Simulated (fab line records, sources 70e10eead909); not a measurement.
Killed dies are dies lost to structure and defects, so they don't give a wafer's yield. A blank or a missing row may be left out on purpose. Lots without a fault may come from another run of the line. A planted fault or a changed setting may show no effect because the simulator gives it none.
Which tool did it? | flow nand_harc | 22 lots, 66 wafers sampled, at 6 steps of a route of 1159

WHAT THE GAUGES READ, wafer by wafer
The record holds no reading of a measuring or inspecting step that can be judged against a usual standard deviation.

WHICH TOOL RAN EACH LOT (tool, then ch and the chambers of the sampled wafers, then the start)
lot  | NHARC_A_STAIRCASE_ETCH_25                     | NHARC_A_STAIRCASE_TRIM_233                    | NHARC_A_STAIRCASE_TRIM_235                    | NHARC_A_STAIRCASE_STRIP_238          | NHARC_A_STAIRCASE_STRIP_254          | NHARC_A_STAIRCASE_DESCUM_291
L075 | rie_diel-05 ch 1,2,3, day 11 18:46 or earlier | rie_diel-05 ch 0,2,3, day 11 18:46 or earlier | rie_diel-05 ch 1,2,3, day 11 18:46 or earlier | plasma_asher-02 ch 0,1, day 11 18:46 | plasma_asher-01 ch 0,1, day 11 20:26 | rie_diel-05 ch 0,2,3, day 11 23:59
L074 | rie_diel-11 ch 0,3, day 11 17:17 or earlier   | rie_diel-11 ch 0,2,3, day 11 17:17 or earlier | rie_diel-11 ch 0,1, day 11 17:17 or earlier   | plasma_asher-02 ch 0,1, day 11 17:17 | plasma_asher-01 ch 0,1, day 11 19:05 | rie_diel-04 ch 0,1,3, day 11 23:01
L076 | rie_diel-11 ch 1,2, day 12 00:37 or earlier   | rie_diel-11 ch 0,3, day 12 00:37 or earlier   | rie_diel-11 ch 0,3, day 12 00:37 or earlier   | plasma_asher-02 ch 0, day 12 00:37   | plasma_asher-01 ch 1, day 12 02:19   | rie_diel-04 ch 1,3, day 12 06:18
L078 | rie_diel-05 ch 0,1,3, day 12 02:33 or earlier | rie_diel-11 ch 0,1,2, day 12 02:33 or earlier | rie_diel-11 ch 1,2,3, day 12 02:33 or earlier | plasma_asher-02 ch 0,1, day 12 02:33 | plasma_asher-02 ch 0,1, day 12 04:14 | rie_diel-05 ch 1,2, day 12 08:34
L077 | rie_diel-05 ch 0,1,3, day 12 04:13 or earlier | rie_diel-05 ch 0,2,3, day 12 04:13 or earlier | rie_diel-05 ch 1,3, day 12 04:13 or earlier   | plasma_asher-01 ch 0,1, day 12 04:13 | plasma_asher-02 ch 0, day 12 05:56   | rie_diel-05 ch 1,2,3, day 12 09:32
L079 | rie_diel-04 ch 0,2,3, day 12 13:05 or earlier | rie_diel-04 ch 0,2, day 12 13:05 or earlier   | rie_diel-04 ch 0,3, day 12 13:05 or earlier   | plasma_asher-02 ch 0,1, day 12 13:05 | plasma_asher-02 ch 0,1, day 12 14:53 | rie_diel-11 ch 2,3, day 12 18:38
L080 | rie_diel-04 ch 0,2,3, day 12 19:12 or earlier | rie_diel-05 ch 0,2,3, day 12 19:12 or earlier | rie_diel-05 ch 0,1,2, day 12 19:12 or earlier | plasma_asher-02 ch 0,1, day 12 19:12 | plasma_asher-02 ch 0,1, day 12 20:56 | rie_diel-11 ch 0,2,3, day 13 00:34
L081 | rie_diel-11 ch 0,3, day 12 19:52 or earlier   | rie_diel-04 ch 0,2,3, day 12 19:52 or earlier | rie_diel-04 ch 2,3, day 12 19:52 or earlier   | plasma_asher-02 ch 0,1, day 12 19:52 | plasma_asher-02 ch 0,1, day 12 21:37 | rie_diel-05 ch 0,3, day 13 02:17
L082 | rie_diel-05 ch 0,1,2, day 13 08:35 or earlier | rie_diel-05 ch 1,2,3, day 13 08:35 or earlier | rie_diel-05 ch 0,2, day 13 08:35 or earlier   | plasma_asher-02 ch 0,1, day 13 08:35 | plasma_asher-02 ch 0,1, day 13 10:17 | rie_diel-04 ch 1,3, day 13 14:01
L083 | rie_diel-04 ch 0,1,2, day 14 00:56 or earlier | rie_diel-11 ch 0,1,2, day 14 00:56 or earlier | rie_diel-11 ch 1,2,3, day 14 00:56 or earlier | plasma_asher-01 ch 0,1, day 14 00:56 | plasma_asher-01 ch 0,1, day 14 02:38 | rie_diel-04 ch 0,2,3, day 14 06:10
L086 | rie_diel-11 ch 0,1,2, day 14 22:29 or earlier | rie_diel-11 ch 0,1,3, day 14 22:29 or earlier | rie_diel-11 ch 0,1,2, day 14 22:29 or earlier | plasma_asher-01 ch 0,1, day 14 22:29 | plasma_asher-01 ch 0,1, day 15 00:04 | rie_diel-04 ch 0,1,3, day 15 03:56
L088 | rie_diel-05 ch 0,2,3, day 14 23:43 or earlier | rie_diel-05 ch 0,2,3, day 14 23:43 or earlier | rie_diel-05 ch 0,2,3, day 14 23:43 or earlier | plasma_asher-02 ch 0,1, day 14 23:43 | plasma_asher-01 ch 0,1, day 15 01:25 | rie_diel-04 ch 0,1, day 15 05:42
L087 | rie_diel-11 ch 0,1,2, day 15 02:26 or earlier | rie_diel-11 ch 0,3, day 15 02:26 or earlier   | rie_diel-11 ch 0,2,3, day 15 02:26 or earlier | plasma_asher-02 ch 0,1, day 15 02:26 | plasma_asher-01 ch 0,1, day 15 04:13 | rie_diel-04 ch 0,2,3, day 15 08:01
L085 | rie_diel-05 ch 0,2,3, day 15 07:59 or earlier | rie_diel-11 ch 1,2, day 15 07:59 or earlier   | rie_diel-11 ch 1,2, day 15 07:59 or earlier   | plasma_asher-02 ch 0,1, day 15 07:59 | plasma_asher-02 ch 0,1, day 15 09:38 | rie_diel-11 ch 0,1,2, day 15 15:11
L089 | rie_diel-11 ch 0,1,2, day 15 11:45 or earlier | rie_diel-04 ch 2,3, day 15 11:45 or earlier   | rie_diel-04 ch 0,1,2, day 15 11:45 or earlier | plasma_asher-02 ch 0,1, day 15 11:45 | plasma_asher-02 ch 0,1, day 15 13:29 | rie_diel-04 ch 1,3, day 15 21:28
L091 | rie_diel-05 ch 0,2, day 15 09:38 or earlier   | rie_diel-11 ch 0,1, day 15 09:38 or earlier   | rie_diel-11 ch 1,3, day 15 09:38 or earlier   | plasma_asher-01 ch 0,1, day 15 09:38 | plasma_asher-01 ch 0,1, day 15 11:33 | rie_diel-11 ch 0,2,3, day 15 19:35
L092 | rie_diel-11 ch 0,1, day 15 18:15 or earlier   | rie_diel-11 ch 0,2, day 15 18:15 or earlier   | rie_diel-11 ch 0,1,2, day 15 18:15 or earlier | plasma_asher-01 ch 0,1, day 15 18:15 | plasma_asher-02 ch 0,1, day 15 20:02 | rie_diel-04 ch 2,3, day 16 03:58
L090 | rie_diel-11 ch 1,2, day 15 18:41 or earlier   | rie_diel-04 ch 0,2, day 15 18:41 or earlier   | rie_diel-04 ch 0,1,2, day 15 18:41 or earlier | plasma_asher-01 ch 0,1, day 15 18:41 | plasma_asher-02 ch 0,1, day 15 20:21 | rie_diel-11 ch 0,1,3, day 16 04:43
L095 | rie_diel-11 ch 0,3, day 16 03:25 or earlier   | rie_diel-11 ch 1,3, day 16 03:25 or earlier   | rie_diel-11 ch 2,3, day 16 03:25 or earlier   | plasma_asher-01 ch 0,1, day 16 03:25 | plasma_asher-01 ch 0,1, day 16 05:01 | rie_diel-05 ch 2,3, day 16 09:34
L094 | rie_diel-05 ch 2,3, day 16 07:13 or earlier   | rie_diel-05 ch 0,2, day 16 07:13 or earlier   | rie_diel-05 ch 0,2,3, day 16 07:13 or earlier | plasma_asher-01 ch 0,1, day 16 07:13 | plasma_asher-01 ch 0,1, day 16 09:05 | rie_diel-04 ch 0,1,3, day 16 15:36
L096 | rie_diel-04 ch 0,2, day 16 17:39 or earlier   | rie_diel-05 ch 0,2,3, day 16 17:39 or earlier | rie_diel-05 ch 0,2,3, day 16 17:39 or earlier | plasma_asher-01 ch 0,1, day 16 17:39 | plasma_asher-01 ch 0,1, day 16 19:23 | rie_diel-11 ch 0,2,3, day 17 01:38
L097 | rie_diel-11 ch 0,1, day 17 02:38 or earlier   | rie_diel-05 ch 0,2, day 17 02:38 or earlier   | rie_diel-05 ch 0,2,3, day 17 02:38 or earlier | plasma_asher-01 ch 0,1, day 17 02:38 | plasma_asher-01 ch 0,1, day 17 04:19 | rie_diel-04 ch 0,2,3, day 17 08:07
- NHARC_A_STAIRCASE_ETCH_25: etches the open film in C4F8/O2, target depth 100 nm, time 40.5 s.
- NHARC_A_STAIRCASE_TRIM_233: chemistry O2, time 211.2 s.
- NHARC_A_STAIRCASE_TRIM_235: chemistry O2, time 211.2 s.
- NHARC_A_STAIRCASE_STRIP_238: strips in O2.
- NHARC_A_STAIRCASE_STRIP_254: strips in O2.
- NHARC_A_STAIRCASE_DESCUM_291: chemistry O2, time 3 s.

WHAT THE TOOLS THEMSELVES READ (means of the sampled wafers that have a number; where no wafer has one, the mark that the record gives instead)
NHARC_A_STAIRCASE_ETCH_25.
lot  | tool        | oes_product_au (a.u.) | rf_vpp_V (V)
L075 | rie_diel-05 | 0.949                 | 895
L074 | rie_diel-11 | 0.942                 | 897
L076 | rie_diel-11 | 0.947                 | 899
L078 | rie_diel-05 | 0.940                 | 896
L077 | rie_diel-05 | 0.948                 | 895
L079 | rie_diel-04 | 0.946                 | 896
L080 | rie_diel-04 | 0.950                 | 896
L081 | rie_diel-11 | 0.954                 | 896
L082 | rie_diel-05 | 0.947                 | 897
L083 | rie_diel-04 | 0.940                 | 896
L086 | rie_diel-11 | 0.953                 | 899
L088 | rie_diel-05 | 0.946                 | 893
L087 | rie_diel-11 | 0.958                 | 899
L085 | rie_diel-05 | 0.947                 | 893
L089 | rie_diel-11 | 0.937                 | 900
L091 | rie_diel-05 | 0.950                 | 894
L092 | rie_diel-11 | 0.938                 | 898
L090 | rie_diel-11 | 0.939                 | 900
L095 | rie_diel-11 | 0.955                 | 897
L094 | rie_diel-05 | 0.934                 | 890
L096 | rie_diel-04 | 0.950                 | 895
L097 | rie_diel-11 | 0.939                 | 896

NHARC_A_STAIRCASE_TRIM_233.
lot  | tool        | drypump_motor_current_A (A) | mfc_ar_sccm (sccm) | o2_flow_sccm (sccm) | oes_product_au (a.u.) | rf_vpp_V (V) | showerhead_plenum_p_Torr (Torr) | throttle_valve_pct (%)
L075 | rie_diel-05 | 5.8                         | 0.000              | 500.2               | 1.002                 | 58.1         | 3.47                            | 17.034
L074 | rie_diel-11 | 5.7                         | 0.000              | 502.2               | 1.005                 | 57.9         | 3.64                            | 17.032
L076 | rie_diel-11 | 5.5                         | 0.000              | 499.3               | 1.000                 | 57.5         | 3.55                            | 17.044
L078 | rie_diel-11 | 5.6                         | 0.002              | 499.7               | 1.011                 | 58.3         | 3.63                            | 17.032
L077 | rie_diel-05 | 5.8                         | 0.000              | 500.2               | 1.007                 | 58.1         | 3.46                            | 17.029
L079 | rie_diel-04 | 5.8                         | 0.009              | 500.2               | 1.006                 | 57.1         | 3.56                            | 17.042
L080 | rie_diel-05 | 5.9                         | 0.000              | 500.6               | 1.002                 | 56.7         | 3.46                            | 17.038
L081 | rie_diel-04 | 6.0                         | 0.004              | 501.5               | 0.999                 | 57.4         | 3.54                            | 17.033
L082 | rie_diel-05 | 5.8                         | 0.006              | 499.1               | 0.999                 | 57.1         | 3.49                            | 17.042
L083 | rie_diel-11 | 5.6                         | 0.002              | 500.5               | 1.007                 | 57.5         | 3.62                            | 17.034
L086 | rie_diel-11 | 5.6                         | 0.002              | 499.0               | 1.009                 | 57.5         | 3.57                            | 17.038
L088 | rie_diel-05 | 5.9                         | 0.000              | 501.6               | 1.015                 | 57.5         | 3.45                            | 17.042
L087 | rie_diel-11 | 5.7                         | 0.000              | 500.5               | 1.008                 | 58.2         | 3.57                            | 17.031
L085 | rie_diel-11 | 5.7                         | 0.005              | 499.1               | 0.996                 | 57.7         | 3.64                            | 17.041
L089 | rie_diel-04 | 5.8                         | 0.000              | 500.3               | 1.007                 | 57.6         | 3.47                            | 17.033
L091 | rie_diel-11 | 5.4                         | 0.002              | 499.7               | 1.003                 | 58.1         | 3.54                            | 17.040
L092 | rie_diel-11 | 5.8                         | 0.000              | 500.8               | 1.010                 | 57.4         | 3.66                            | 17.032
L090 | rie_diel-04 | 5.8                         | 0.004              | 500.1               | 1.005                 | 57.5         | 3.48                            | 17.038
L095 | rie_diel-11 | 5.7                         | 0.005              | 500.4               | 1.001                 | 57.5         | 3.59                            | 17.040
L094 | rie_diel-05 | 5.9                         | 0.000              | 501.2               | 1.003                 | 58.1         | 3.52                            | 17.041
L096 | rie_diel-05 | 5.8                         | 0.000              | 498.4               | 1.013                 | 57.1         | 3.44                            | 17.026
L097 | rie_diel-05 | 5.9                         | 0.000              | 501.0               | 1.011                 | 56.9         | 3.51                            | 17.032

NHARC_A_STAIRCASE_TRIM_235.
lot  | tool        | drypump_motor_current_A (A) | mfc_ar_sccm (sccm) | o2_flow_sccm (sccm) | oes_product_au (a.u.) | rf_vpp_V (V) | showerhead_plenum_p_Torr (Torr) | throttle_valve_pct (%)
L075 | rie_diel-05 | 5.8                         | 0.006              | 500.6               | 1.009                 | 57.1         | 3.50                            | 17.029
L074 | rie_diel-11 | 5.4                         | 0.002              | 499.6               | 1.003                 | 58.1         | 3.55                            | 17.044
L076 | rie_diel-11 | 5.5                         | 0.000              | 499.4               | 1.004                 | 58.1         | 3.55                            | 17.042
L078 | rie_diel-11 | 5.8                         | 0.002              | 499.3               | 1.005                 | 58.5         | 3.66                            | 17.038
L077 | rie_diel-05 | 6.0                         | 0.011              | 499.2               | 1.005                 | 58.1         | 3.56                            | 17.030
L079 | rie_diel-04 | 6.0                         | 0.009              | 499.1               | 1.005                 | 57.9         | 3.59                            | 17.037
L080 | rie_diel-05 | 5.8                         | 0.006              | 499.2               | 1.011                 | 59.4         | 3.56                            | 17.037
L081 | rie_diel-04 | 6.0                         | 0.000              | 500.4               | 1.002                 | 58.6         | 3.52                            | 17.042
L082 | rie_diel-05 | 5.9                         | 0.000              | 499.8               | 1.015                 | 58.1         | 3.53                            | 17.037
L083 | rie_diel-11 | 5.9                         | 0.002              | 498.4               | 1.005                 | 58.3         | 3.65                            | 17.025
L086 | rie_diel-11 | 5.6                         | 0.002              | 499.9               | 1.005                 | 57.8         | 3.62                            | 17.030
L088 | rie_diel-05 | 5.8                         | 0.000              | 499.6               | 1.006                 | 57.4         | 3.45                            | 17.037
L087 | rie_diel-11 | 5.8                         | 0.000              | 501.1               | 1.006                 | 56.9         | 3.62                            | 17.037
L085 | rie_diel-11 | 5.9                         | 0.002              | 499.7               | 1.004                 | 57.8         | 3.70                            | 17.044
L089 | rie_diel-04 | 5.6                         | 0.004              | 499.9               | 1.001                 | 58.7         | 3.50                            | 17.035
L091 | rie_diel-11 | 5.7                         | 0.005              | 500.4               | 1.000                 | 58.4         | 3.59                            | 17.040
L092 | rie_diel-11 | 5.7                         | 0.002              | 500.1               | 1.002                 | 58.7         | 3.61                            | 17.034
L090 | rie_diel-04 | 5.5                         | 0.004              | 500.3               | 1.001                 | 57.9         | 3.50                            | 17.033
L095 | rie_diel-11 | 5.9                         | 0.000              | 501.7               | 1.008                 | 58.4         | 3.65                            | 17.030
L094 | rie_diel-05 | 5.8                         | 0.000              | 499.9               | 1.006                 | 58.0         | 3.45                            | 17.026
L096 | rie_diel-05 | 5.8                         | 0.000              | 499.6               | 1.000                 | 56.7         | 3.44                            | 17.033
L097 | rie_diel-05 | 5.9                         | 0.000              | 498.9               | 1.011                 | 57.8         | 3.44                            | 17.030

NHARC_A_STAIRCASE_STRIP_238.
lot  | tool            | drypump_motor_current_A (A) | heater_power_w (W)
L075 | plasma_asher-02 | 6.4                         | 299
L074 | plasma_asher-02 | 6.2                         | 303
L076 | plasma_asher-02 | 5.9                         | 299
L078 | plasma_asher-02 | 6.2                         | 302
L077 | plasma_asher-01 | 5.8                         | 318
L079 | plasma_asher-02 | 6.4                         | 300
L080 | plasma_asher-02 | 6.4                         | 305
L081 | plasma_asher-02 | 6.4                         | 305
L082 | plasma_asher-02 | 6.4                         | 302
L083 | plasma_asher-01 | 5.8                         | 326
L086 | plasma_asher-01 | 5.8                         | 324
L088 | plasma_asher-02 | 6.2                         | 299
L087 | plasma_asher-02 | 6.2                         | 301
L085 | plasma_asher-02 | 6.4                         | 300
L089 | plasma_asher-02 | 6.2                         | 302
L091 | plasma_asher-01 | 5.9                         | 313
L092 | plasma_asher-01 | 5.8                         | 318
L090 | plasma_asher-01 | 5.8                         | 327
L095 | plasma_asher-01 | 5.9                         | 317
L094 | plasma_asher-01 | 5.8                         | 321
L096 | plasma_asher-01 | 5.8                         | 326
L097 | plasma_asher-01 | 5.8                         | 324

NHARC_A_STAIRCASE_STRIP_254.
lot  | tool            | drypump_motor_current_A (A) | heater_power_w (W)
L075 | plasma_asher-01 | 5.9                         | 325
L074 | plasma_asher-01 | 5.9                         | 324
L076 | plasma_asher-01 | 5.8                         | 320
L078 | plasma_asher-02 | 6.2                         | 298
L077 | plasma_asher-02 | 6.0                         | 304
L079 | plasma_asher-02 | 6.4                         | 304
L080 | plasma_asher-02 | 6.4                         | 300
L081 | plasma_asher-02 | 6.2                         | 300
L082 | plasma_asher-02 | 6.2                         | 300
L083 | plasma_asher-01 | 5.9                         | 318
L086 | plasma_asher-01 | 5.8                         | 317
L088 | plasma_asher-01 | 5.8                         | 319
L087 | plasma_asher-01 | 5.8                         | 329
L085 | plasma_asher-02 | 6.2                         | 297
L089 | plasma_asher-02 | 6.4                         | 307
L091 | plasma_asher-01 | 5.8                         | 317
L092 | plasma_asher-02 | 6.4                         | 303
L090 | plasma_asher-02 | 6.2                         | 303
L095 | plasma_asher-01 | 5.8                         | 315
L094 | plasma_asher-01 | 5.9                         | 320
L096 | plasma_asher-01 | 5.8                         | 314
L097 | plasma_asher-01 | 5.9                         | 316

NHARC_A_STAIRCASE_DESCUM_291.
lot  | tool        | drypump_motor_current_A (A) | mfc_ar_sccm (sccm) | o2_flow_sccm (sccm) | oes_product_au (a.u.) | rf_vpp_V (V) | showerhead_plenum_p_Torr (Torr) | throttle_valve_pct (%)
L075 | rie_diel-05 | 5.8                         | 0.000              | 199.5               | 1.006                 | 57.7         | 1.88                            | 11.304
L074 | rie_diel-04 | 5.7                         | 0.004              | 199.9               | 1.008                 | 57.7         | 1.93                            | 11.309
L076 | rie_diel-04 | 5.8                         | 0.000              | 199.7               | 1.000                 | 58.1         | 1.92                            | 11.318
L078 | rie_diel-05 | 5.6                         | 0.006              | 199.8               | 1.000                 | 57.7         | 1.92                            | 11.323
L077 | rie_diel-05 | 5.8                         | 0.006              | 200.3               | 0.999                 | 57.9         | 1.90                            | 11.310
L079 | rie_diel-11 | 6.0                         | 0.000              | 200.1               | 1.003                 | 57.9         | 2.02                            | 11.312
L080 | rie_diel-11 | 5.7                         | 0.000              | 200.3               | 1.011                 | 57.7         | 1.97                            | 11.303
L081 | rie_diel-05 | 6.1                         | 0.000              | 199.5               | 1.004                 | 58.5         | 1.89                            | 11.313
L082 | rie_diel-04 | 5.4                         | 0.000              | 199.8               | 0.989                 | 58.3         | 1.90                            | 11.309
L083 | rie_diel-04 | 5.9                         | 0.004              | 200.0               | 1.001                 | 57.7         | 1.92                            | 11.311
L086 | rie_diel-04 | 5.7                         | 0.004              | 200.0               | 1.004                 | 58.1         | 1.92                            | 11.309
L088 | rie_diel-04 | 5.3                         | 0.004              | 200.0               | 1.010                 | 57.6         | 1.91                            | 11.310
L087 | rie_diel-04 | 5.9                         | 0.004              | 200.0               | 1.000                 | 57.1         | 1.91                            | 11.318
L085 | rie_diel-11 | 5.6                         | 0.002              | 199.4               | 0.997                 | 58.1         | 1.96                            | 11.321
L089 | rie_diel-04 | 5.4                         | 0.000              | 200.2               | 0.997                 | 58.2         | 1.89                            | 11.306
L091 | rie_diel-11 | 5.8                         | 0.000              | 199.9               | 1.018                 | 56.9         | 1.97                            | 11.317
L092 | rie_diel-04 | 5.8                         | 0.000              | 199.8               | 1.001                 | 57.0         | 1.88                            | 11.319
L090 | rie_diel-11 | 5.6                         | 0.002              | 199.6               | 1.005                 | 58.0         | 1.93                            | 11.312
L095 | rie_diel-05 | 5.8                         | 0.000              | 200.0               | 0.999                 | 58.0         | 1.83                            | 11.314
L094 | rie_diel-04 | 5.7                         | 0.004              | 199.6               | 1.004                 | 57.4         | 1.92                            | 11.316
L096 | rie_diel-11 | 5.7                         | 0.000              | 199.8               | 0.999                 | 57.5         | 1.96                            | 11.314
L097 | rie_diel-04 | 5.9                         | 0.004              | 200.2               | 1.007                 | 57.2         | 1.91                            | 11.311

THE ANSWER, worked out from the rows above alone
Rule: what is usual is taken from the lots themselves. Put in order of their means at a reading, lots are off if they are a third of the lots or fewer, leave a main group of 4 or more, and stand apart from it by a gap of 3 or more times the standard deviation of the main group's means; of several such gaps the widest counts. A main group whose means are all the same, to the digits that the tables above print for the reading, isn't used. A lot without any number at a reading at which 4 lots or more have one is off too. The other lots that the step has rows for count as sound. The gauges are gone through in route order, then the tools' own readings, and for those a lot's mean is taken as printed above. The first step at which some lot is off is used, and at that step the reading that is off furthest; a lot without a number counts as furthest.
No lot is off at any reading shown: from this, nothing can be told.

WHAT THE SIMULATOR HAD PUT IN
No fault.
